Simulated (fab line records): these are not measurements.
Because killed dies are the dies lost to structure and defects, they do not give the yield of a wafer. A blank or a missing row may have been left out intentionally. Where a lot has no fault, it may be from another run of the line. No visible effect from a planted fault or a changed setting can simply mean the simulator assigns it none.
A lot that was struck, set against a sound lot | flow n5Finfet | 15 out of 1938 route steps
Sound: these wafers, L407.3, L407.4, L407.6. Struck: wafer L415.6 (L415.2, L415.4, from the same lot, were not struck and are left out); the cause is given at the end.
Each step with rows lists, per side, the tool, then ch with its chambers, then its first start. Under that, the readings that differ: sound wafers | struck wafers | difference of the means | sigmas: that difference in standard deviations of wafers without a fault.
alike: same words and numbers on both sides, and readings whose means sit less than 2 such deviations apart. not compared: any withheld reading, any reading some wafer has no value for, any bound like >300 that may hide the same value, and any number with overlapping values for which the record gives no deviation.
Wherever a step has rows on one side only, a row that says differs or no value, or a row with sigmas, the two part there. Non-overlapping numbers with no deviation appear without sigmas and do not part them. Lack of a reading on every wafer of one side parts them only where that side has two or more wafers.

first, 1 step without rows for these wafers: N5_HKMG_FIN_STRIP_34 (strips in CF4).
N5_HKMG_FIN_ETCH_35: etches SOC in N2/H2, target depth 215.8 nm, time 243.4 s.
  sound on rieDiel-05 ch 1,2, day 4 22:00; struck on rieDiel-05 ch 2, day 7 00:30
  alike: drypumpMotorCurrentA, h2FlowSccm, oesProductAu, rfVppV, showerheadPlenumPTorr, throttleValvePct
  not compared: rfHoursCounterH
N5_HKMG_FIN_STRIP_92: strips SOC in N2/H2, time 20 s.
  sound on rieDiel-05 ch 1,2, day 4 22:09; struck on rieDiel-05 ch 2, day 7 00:39
  alike: drypumpMotorCurrentA, h2FlowSccm, oesProductAu, rfVppV, showerheadPlenumPTorr, tempC, throttleValvePct
  not compared: rfHoursCounterH
then, 1 step without rows for these wafers: N5_HKMG_FIN_WET_ETCH_18 (etches TiN in SC1, time 55 s, target depth 5.2 nm, rinse time 30 s).
N5_HKMG_FIN_STRIP_19: strips in N2/H2, time 360 s.
  sound on plasmaAsher-02 ch 0,1, day 4 22:25; struck on plasmaAsher-02 ch 1, day 7 00:49
  alike: drypumpMotorCurrentA, h2FlowSccm, heaterPowerW, tempC
  not compared: rfHoursCounterH
then, 2 steps without rows for these wafers: N5_HKMG_FIN_ALD_91 (deposits TiN, target thk 1 nm, pulse time 1 s, purge time 3 s); N5_HKMG_FIN_COAT_85 (time 60 s, resist thk 300 nm).
N5_HKMG_FIN_ETCH_86: etches SOC in N2/H2, stops on TiN, target depth 393.2 nm.
  sound on rieDiel-06 ch 1,2,3, day 4 23:01; struck on rieDiel-05 ch 2, day 7 01:35
reading    | sound             | struck | difference | sigmas
rfVppV (V) | 240.1 242.7 243.6 | 238.2  | -3.9       | -3
  alike: drypumpMotorCurrentA, h2FlowSccm, oesProductAu, showerheadPlenumPTorr, throttleValvePct
  not compared: rfHoursCounterH
then, 2 steps without rows for these wafers: N5_HKMG_FIN_STRIP_89 (strips SOC in N2/H2, time 20 s); N5_HKMG_FIN_WET_ETCH_87 (etches TiN in SC1, time 154.2 s, target depth 4.7 nm, rinse time 30 s).
N5_HKMG_FIN_STRIP_88: strips in N2/H2, time 360 s.
  sound on plasmaAsher-02 ch 0,1, day 4 23:23; struck on plasmaAsher-02 ch 0, day 7 01:57
  alike: drypumpMotorCurrentA, h2FlowSccm, heaterPowerW, tempC
  not compared: rfHoursCounterH
then, 1 step without rows for these wafers: N5_HKMG_FIN_NWFM_ALD_20 (deposits TiAlC, target thk 2 nm, pulse time 3 s, purge time 2 s).
N5_HKMG_FIN_ALD_71: deposits TiN, target thk 1 nm, pulse time 1 s, purge time 3 s.
  sound on aldMetal-02 ch 1,2,3, day 4 23:45; struck on aldMetal-02 ch 2, day 7 02:26
reading                                 | sound    | struck | difference | sigmas
aldCycles                               | 47 47 47 | 62     | +15        | 
model.TiN_of_HKMG_FIN_ALD_71.thkNm (nm) | 1 1 1    | 1.4    | +0.4       | 
  alike: heaterPowerW, precursorPulseHeightRel
then, 1 step without rows for these wafers: N5_HKMG_FIN_COAT_66 (time 60 s, resist thk 300 nm).
-- record jumps: 4 days separate the struck wafers' starts on either side; left off in module HKMG_FIN, taken up again in module BEOL_M4, whose first shown step is the route's number 1111 --
N5_BEOL_M4_RC_MEAS_101:
  sound on prober-02 ch 0, day 8 13:30; struck on prober-02 ch 0, day 10 21:05
reading        | sound             | struck | difference | sigmas
DIBL_N (mV/V)  | 34.6 36.9 34.4    | 38.1   | +2.8       | +2
IOFF_N (nA/um) | 0.165 0.190 0.150 | 0.229  | +0.061     | +2
IOFF_P (nA/um) | 0.19 0.20 0.17    | 0.26   | +0.07      | +2
VT_N (mV)      | 250 249 251       | 242    | -8         | -2
VT_P (mV)      | -252 -251 -254    | -244   | +8         | +2
  alike: DIBL_P, ION_N, ION_P, SS_N, SS_P

WHERE THEY PART
First at N5_HKMG_FIN_ETCH_86; last, within this record, at N5_BEOL_M4_RC_MEAS_101.

WHY: what the simulator had put in
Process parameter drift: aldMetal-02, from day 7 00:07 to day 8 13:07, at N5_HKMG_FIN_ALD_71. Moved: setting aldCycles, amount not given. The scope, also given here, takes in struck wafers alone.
